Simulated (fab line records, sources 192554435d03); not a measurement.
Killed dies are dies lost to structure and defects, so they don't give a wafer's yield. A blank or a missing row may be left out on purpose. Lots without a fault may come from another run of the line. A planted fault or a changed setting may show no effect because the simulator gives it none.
Split-lot experiment | flow n5_finfet | 7 lots, 21 wafers read, on a route of 1938 steps

THE SPLIT
At N5_BEOL_M2_DESCUM_16 (chemistry O2, time 7 s), the setting time_s was moved away from the recipe's 7 s on 9 of the 21 wafers read, by -16.2% to +18.1%. The other wafers ran this setting at the recipe's value.

The reading is taken at the split's own step.

THE READING
CAR-EUV_of_BEOL_M2_COAT_05.thk_nm (the simulator's own value, which no gauge read), in nm, at N5_BEOL_M2_DESCUM_16 (chemistry O2, time 7 s). The file gives no usual value for it. The 12 wafers here that ran the recipe average 26.1 nm, standard deviation 0.13 nm.

wafer  | tool, chamber at the split | time_s as run, s | against the recipe | CAR-EUV_of_BEOL_M2_COAT_05.thk_nm, nm | against lot-mates on the recipe
L074.1 | rie_diel-05, 0             | 8.265            | +18.1%             | 25.6                                  | -0.6
L074.5 | rie_diel-05, 3             | 8.265            | +18.1%             | 25.8                                  | -0.4
L074.6 | rie_diel-05, 2             | 7                | recipe             | 26.2                                  | -
L076.1 | rie_diel-02, 1             | 7                | recipe             | 26.2                                  | -
L076.5 | rie_diel-02, 1,2           | 7.982            | +14.0%             | 25.8                                  | -0.4
L076.6 | rie_diel-02, 1,2           | 7.982            | +14.0%             | 25.8                                  | -0.4
L084.1 | rie_diel-04, 1,3,3         | 7                | recipe             | 26                                    | -
L084.3 | rie_diel-04, 1,3,3         | 7                | recipe             | 26                                    | -
L084.6 | rie_diel-04, 1,3,3         | 7                | recipe             | 26                                    | -
L085.1 | rie_diel-05, 2             | 7                | recipe             | 26.2                                  | -
L085.5 | rie_diel-05, 1,2           | 5.936            | -15.2%             | 26.6                                  | +0.4
L085.6 | rie_diel-05, 1,2           | 5.936            | -15.2%             | 26.6                                  | +0.4
L087.1 | rie_diel-05, 0,3           | 7                | recipe             | 26.2                                  | -
L087.3 | rie_diel-05, 0,3           | 7                | recipe             | 26.2                                  | -
L087.2 | rie_diel-05, 2             | 6.596            | -5.8%              | 26.4                                  | +0.2
L089.4 | rie_diel-04, 2             | 7                | recipe             | 25.8                                  | -
L089.5 | rie_diel-04, 3,2           | 7                | recipe             | 26                                    | -
L089.6 | rie_diel-04, 3,2           | 7                | recipe             | 26                                    | -
L094.2 | rie_diel-04, 3             | 7                | recipe             | 26.2                                  | -
L094.5 | rie_diel-04, 0,1           | 5.863            | -16.2%             | 26.8                                  | +0.6
L094.6 | rie_diel-04, 0,1           | 5.863            | -16.2%             | 26.8                                  | +0.6
Where a row lists several chambers, the file gives one row for several wafers and doesn't say which wafer went through which chamber.

THE FIT
A straight line over all 21 wafers: CAR-EUV_of_BEOL_M2_COAT_05.thk_nm changes by -0.0301 nm for each +1% of time_s; r = -0.92; the points scatter about the line by 0.14 nm.
The same after taking each lot's own level away (the mean of its wafers on the recipe; 21 wafers): -0.03 nm for each +1%; r = -0.98; scatter 0.065 nm.
On that fit, the largest move of time_s shifts the reading by 0.54 nm.
The lots' own levels span 25.93 to 26.20 nm, that is 2.1 times the standard deviation above.
So the lot-to-lot level changes the slope little: the two slopes agree.
Check: with one of the wafers moved furthest among these (+18.1%) left out of the fit, the line predicts -0.51 nm for it against its lot-mates. It came out at -0.6 nm against them.

OTHER SPLITS ON THESE WAFERS
These wafers also went through other splits before the reading. Each is held against what the fit with the lots' levels taken away leaves over:
other split on the same wafers          | wafers away from the commonest value | r with CAR-EUV_of_BEOL_M2_COAT_05.thk_nm (lot level and that fit taken away)
N5_GATE_CUT_DESCUM_18 time_s            | 5                                    | -0.07
N5_MOL_CONTACT_COAG_ETCH_110 bias_w     | 9                                    | +0.27
N5_MOL_CONTACT_COAG_ETCHBACK_135 time_s | 7                                    | -0.04
N5_BEOL_M0_SAQP_COAT_08 spin_rpm        | 6                                    | -0.24
N5_BEOL_M1_COAT_61 spin_rpm             | 4                                    | +0.11

THE FILE'S OWN FIT
CAR-EUV_of_BEOL_M2_COAT_05.thk_nm changes by -0.0301 nm for each +1% of time_s, r = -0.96.
